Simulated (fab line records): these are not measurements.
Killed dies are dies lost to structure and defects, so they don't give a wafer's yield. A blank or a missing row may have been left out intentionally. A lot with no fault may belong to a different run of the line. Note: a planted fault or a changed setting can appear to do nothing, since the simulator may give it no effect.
Split-lot trial ; flow n5_finfet ; on a route of 1938 steps: 7 lots, 21 wafers read

SPLIT DETAILS
At N5_BEOL_M8_DESCUM_33 (chemistry O2, time 7 s), the setting time_s was moved away from the recipe's 7 s on 5 of the 21 wafers read, by -13.4% to +8.8%. This setting was run at the recipe's value on the other wafers.

FROM SPLIT TO READING: 1 step shown by the file between the two
- N5_BEOL_M8_ETCH_72: etches underlayer in N2/H2, target depth 6.5 nm, time 5.2 s (also split here: h2_flow_sccm)

THE READING
CAR-EUV_of_BEOL_M8_COAT_22.thk_nm (the simulator's own value, which no gauge read), in nm, at N5_BEOL_M8_ETCH_65 (etches SiARC in CF4, target depth 15.6 nm, time 26 s). The file gives no usual value for it. The 16 wafers here that ran the recipe average 11.2 nm, standard deviation 0.11 nm.

wafer;tool, chamber at the split;time_s as run, s;against the recipe;CAR-EUV_of_BEOL_M8_COAT_22.thk_nm, nm;against lot-mates on the recipe
L080.4;rie_diel-01, 0;6.06;-13.4%;11.6;+0.4
L080.5;rie_diel-01, 0;6.06;-13.4%;11.8;+0.6
L080.6;rie_diel-01, 1;7;recipe;11.2;-
L084.2;rie_diel-03, 2;7;recipe;11.2;-
L084.4;rie_diel-03, 3;7;recipe;11.2;-
L084.5;rie_diel-03, 3;7;recipe;11.2;-
L086.1;rie_diel-05, 0;7;recipe;11;-
L086.2;rie_diel-05, 1;7;recipe;11.2;-
L086.3;rie_diel-05, 2;7.615;+8.8%;10.8;-0.3
L092.2;rie_diel-05, 3,0;7;recipe;11;-
L092.5;rie_diel-05, 3,0;7;recipe;11;-
L092.4;rie_diel-05, 1;7;recipe;11.2;-
L093.3;rie_diel-03, 1,0;7;recipe;11.2;-
L093.6;rie_diel-03, 2;7;recipe;11.2;-
L093.4;rie_diel-03, 1,0;7;recipe;11.4;-
L094.1;rie_diel-03, 2,3,0;7;recipe;11.2;-
L094.5;rie_diel-03, 2,3,0;7;recipe;11.2;-
L094.6;rie_diel-03, 2,3,0;7;recipe;11.2;-
L097.2;rie_diel-01, 1,3;7.494;+7.1%;10.8;-0.2
L097.6;rie_diel-01, 1,3;7.494;+7.1%;10.8;-0.2
L097.4;rie_diel-01, 0;7;recipe;11;-
Where a row lists several chambers, the file gives one row for several wafers and doesn't say which wafer went through which chamber.

FIT RESULTS
A straight line over all 21 wafers: CAR-EUV_of_BEOL_M8_COAT_22.thk_nm changes by -0.0424 nm for each +1% of time_s; r = -0.91; the points scatter about the line by 0.1 nm.
The same after taking each lot's own level away (the mean of its wafers on the recipe; 21 wafers): -0.0351 nm for each +1%; r = -0.93; scatter 0.072 nm.
According to that fit, moving time_s by its largest amount changes the reading by 0.47 nm.
The lots' own levels span 11.00 to 11.27 nm, that is 2.5 times the standard deviation above.
In other words, the slope is changed by the lot-to-lot level; the two fits disagree.
Check: with one of the wafers moved furthest among these (-13.4%) left out of the fit, the line predicts +0.526 nm for it against its lot-mates. Against them it came out at +0.4 nm.

THESE WAFERS: OTHER SPLITS
Before the reading, these wafers also passed through other splits. Each is held against what the fit with the lots' levels taken away leaves over:
other split on the same wafers;wafers away from the commonest value;r with CAR-EUV_of_BEOL_M8_COAT_22.thk_nm (lot level and that fit taken away)
N5_BEOL_M6_COAT_63 spin_rpm;9;+0.02
N5_BEOL_M7_HM_DEP_02 target_thk_a;8;+0.38
N5_BEOL_M7_COAT_60 spin_rpm;7;-0.03
N5_BEOL_M7_DESCUM_33 time_s;7;+0.00
N5_BEOL_M7_ETCH_41 source_w;13;+0.02
N5_BEOL_M8_ETCH_72 h2_flow_sccm;6;+0.26

THE WHOLE CHAIN: every reading that the file lists as answering this split, in the file's order
step;what it does;reading;change (the file's fit);r (the file's)
N5_BEOL_M8_DESCUM_33;chemistry O2, time 7 s;CAR-EUV_of_BEOL_M8_COAT_22.thk_nm (the simulator's own value, which no gauge read);-0.044 nm for each +1% of the setting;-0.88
N5_BEOL_M8_ETCH_65;etches SiARC in CF4, target depth 15.6 nm, time 26 s;CAR-EUV_of_BEOL_M8_COAT_22.thk_nm (the simulator's own value, which no gauge read);-0.035 nm for each +1% of the setting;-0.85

THE FILE'S OWN FIT
CAR-EUV_of_BEOL_M8_COAT_22.thk_nm changes by -0.035 nm for each +1% of time_s, r = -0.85.
